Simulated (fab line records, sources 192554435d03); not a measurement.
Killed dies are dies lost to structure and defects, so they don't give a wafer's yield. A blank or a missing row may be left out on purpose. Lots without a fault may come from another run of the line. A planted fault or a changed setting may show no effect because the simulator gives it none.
Chamber matching | flow n5_finfet | N5_FIN_SAQP_ETCH_34 on rie_diel-05: 4 sister chambers
The step etches SiO2 in C4F6/O2, target depth 45 nm, time 15 s. 7 wafers are shown with their chamber, then 8 later ones without.

WAFERS WITH THEIR CHAMBER
wafer  | chamber | throttle_valve_pct (%) | drypump_motor_current_A (A)
L082.4 | 2       | 21.17                  | 6.16
L082.5 | 1       | 20.87                  | 5.82
L082.6 | 2       | 21.17                  | 6.15
L090.2 | 0       | 20.69                  | 5.59
L090.3 | 3       | 21.38                  | 5.87
L090.4 | 0       | 20.68                  | 5.62
L091.3 | 3       | 21.39                  | 5.87

WAFERS WITHOUT THEIR CHAMBER
wafer  | throttle_valve_pct (%) | drypump_motor_current_A (A)
L091.4 | 21.22                  | 6.15
L091.6 | 20.70                  | 5.60
L092.4 | 21.38                  | 5.90
L092.5 | 20.70                  | 5.54
L092.6 | 21.22                  | 6.15
L094.1 | 21.22                  | 6.15
L094.2 | 21.40                  | 5.89
L094.3 | 20.70                  | 5.58

WHICH CHAMBER EACH WENT THROUGH
wafer  | from the rows above | in truth
L091.4 | 2                   | 2
L091.6 | 0                   | 0
L092.4 | 3                   | 3
L092.5 | 0                   | 0
L092.6 | 2                   | 2
L094.1 | 2                   | 2
L094.2 | 3                   | 3
L094.3 | 0                   | 0
Placed correctly: 8 of 8. Can't be placed from these rows: 0. Placed wrongly: 0.
How it was worked out, from the rows above alone: a wafer's distance from a chamber is the root of the sum, over the readings, of the square of ((its reading less the chamber's mean) divided by the reading's scatter). The wafer belongs to the nearest chamber; if the next one is less than 2 further off, it can't be placed. A chamber's mean is the mean of its shown wafers. The scatter: the root of (the sum of the squares of (reading less its chamber's mean) over the shown wafers, divided by (wafers less chambers)).
